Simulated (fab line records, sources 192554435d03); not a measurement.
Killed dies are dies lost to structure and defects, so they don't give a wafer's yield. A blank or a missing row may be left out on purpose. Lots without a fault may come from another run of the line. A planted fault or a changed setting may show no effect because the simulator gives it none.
Chamber matching | flow n5_finfet | N5_BEOL_M13_ETCH_67 on rie_diel-01: 4 sister chambers
The step etches SiARC in CF4, target depth 143 nm, time 238.3 s. 14 wafers are shown with their chamber, then 7 later ones without.

WAFERS WITH THEIR CHAMBER
wafer  | chamber | drypump_motor_current_A (A) | showerhead_plenum_p_Torr (Torr) | throttle_valve_pct (%)
L078.2 | 1       | 5.47                        | 2.18                            | 15.11
L078.3 | 0       | 5.42                        | 2.04                            | 15.70
L078.6 | 0       | 5.42                        | 2.05                            | 15.70
L084.1 | 0       | 5.42                        | 2.04                            | 15.72
L084.2 | 2       | 5.74                        | 2.20                            | 15.70
L084.6 | 0       | 5.44                        | 2.04                            | 15.71
L082.1 | 2       | 5.74                        | 2.20                            | 15.71
L082.2 | 1       | 5.48                        | 2.18                            | 15.14
L082.6 | 3       | 5.17                        | 2.16                            | 15.82
L083.2 | 0       | 5.43                        | 2.04                            | 15.72
L083.4 | 2       | 5.73                        | 2.20                            | 15.72
L083.6 | 3       | 5.17                        | 2.16                            | 15.82
L090.3 | 2       | 5.72                        | 2.19                            | 15.74
L090.5 | 1       | 5.46                        | 2.18                            | 15.14

SIGNATURES (means of the wafers above)
reading                  | chamber 0 | chamber 1 | chamber 2 | chamber 3 | scatter within a chamber
drypump_motor_current_A  | 5.4260    | 5.4700    | 5.7325    | 5.1700    | 0.00892
showerhead_plenum_p_Torr | 2.0420    | 2.1800    | 2.1975    | 2.1600    | 0.00394
throttle_valve_pct       | 15.7100   | 15.1300   | 15.7175   | 15.8200   | 0.0137
Rule: a wafer's distance from a chamber is the root of the sum, over the readings, of the square of ((its reading less the chamber's mean) divided by the reading's scatter). The wafer belongs to the nearest chamber; if the next one is less than 2 further off, it can't be placed. The scatter: the root of (the sum of the squares of (reading less its chamber's mean) over the shown wafers, divided by (wafers less chambers)).

WAFERS WITHOUT THEIR CHAMBER
wafer  | drypump_motor_current_A (A) | showerhead_plenum_p_Torr (Torr) | throttle_valve_pct (%)
L090.6 | 5.72                        | 2.19                            | 15.73
L093.1 | 5.15                        | 2.15                            | 15.86
L093.4 | 5.78                        | 2.19                            | 15.75
L093.6 | 5.50                        | 2.17                            | 15.18
L096.1 | 5.49                        | 2.17                            | 15.17
L096.4 | 5.14                        | 2.15                            | 15.87
L096.6 | 5.14                        | 2.15                            | 15.87

WHICH CHAMBER EACH WENT THROUGH
wafer  | from the rows above | in truth
L090.6 | 2                   | 2
L093.1 | 3                   | 3
L093.4 | 2                   | 2
L093.6 | 1                   | 1
L096.1 | 1                   | 1
L096.4 | 3                   | 3
L096.6 | 3                   | 3
Placed correctly: 7 of 7. Can't be placed from these rows: 0. Placed wrongly: 0.
